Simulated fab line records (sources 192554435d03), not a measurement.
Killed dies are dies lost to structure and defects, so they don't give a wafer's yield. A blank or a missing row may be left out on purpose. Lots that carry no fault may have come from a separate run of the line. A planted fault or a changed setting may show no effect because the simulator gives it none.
Matching of chambers -- flow n5 finfet -- N5_BEOL_M8_DESCUM_16 on rie diel-05: 4 sister chambers
The step chemistry O2, time 7.9 s. 4 wafers are shown with their chamber, then 8 later ones without.

== WAFERS, EACH WITH ITS CHAMBER ==
wafer,chamber,throttle valve pct (%)
L079.6,3,20.11
L081.4,2,20.35
L081.5,1,19.81
L082.2,0,20.17

== WAFERS MISSING THEIR CHAMBER ==
wafer,throttle valve pct (%)
L082.3,20.36
L082.6,20.37
L087.1,20.39
L087.4,20.20
L087.5,20.15
L096.3,20.22
L096.4,19.88
L096.6,19.86

== WHICH CHAMBER EACH WENT THROUGH ==
wafer,from the rows above,in truth
L082.3,2,2
L082.6,2,2
L087.1,2,2
L087.4,can't be placed: 0 or 3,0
L087.5,can't be placed: 0 or 3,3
L096.3,can't be placed: 0 or 3 or 2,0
L096.4,1,1
L096.6,1,1
Placed correctly: 5 of 8. Cannot be placed on the basis of these rows: 3; the candidates contain the true chamber in 3. Wrongly placed: 0.
How it was worked out, from the rows above alone: a wafer's distance from a chamber is the root of the sum, over the readings, of the square of ((its reading less the chamber's mean) divided by the reading's scatter). The wafer belongs to the nearest chamber; if the next one is less than 2 further off, it can't be placed. For every chamber, the mean is computed from those of its wafers that are shown. The scatter: root of mean squared gap, hidden wafer to nearest shown wafer, with one shown wafer a chamber.
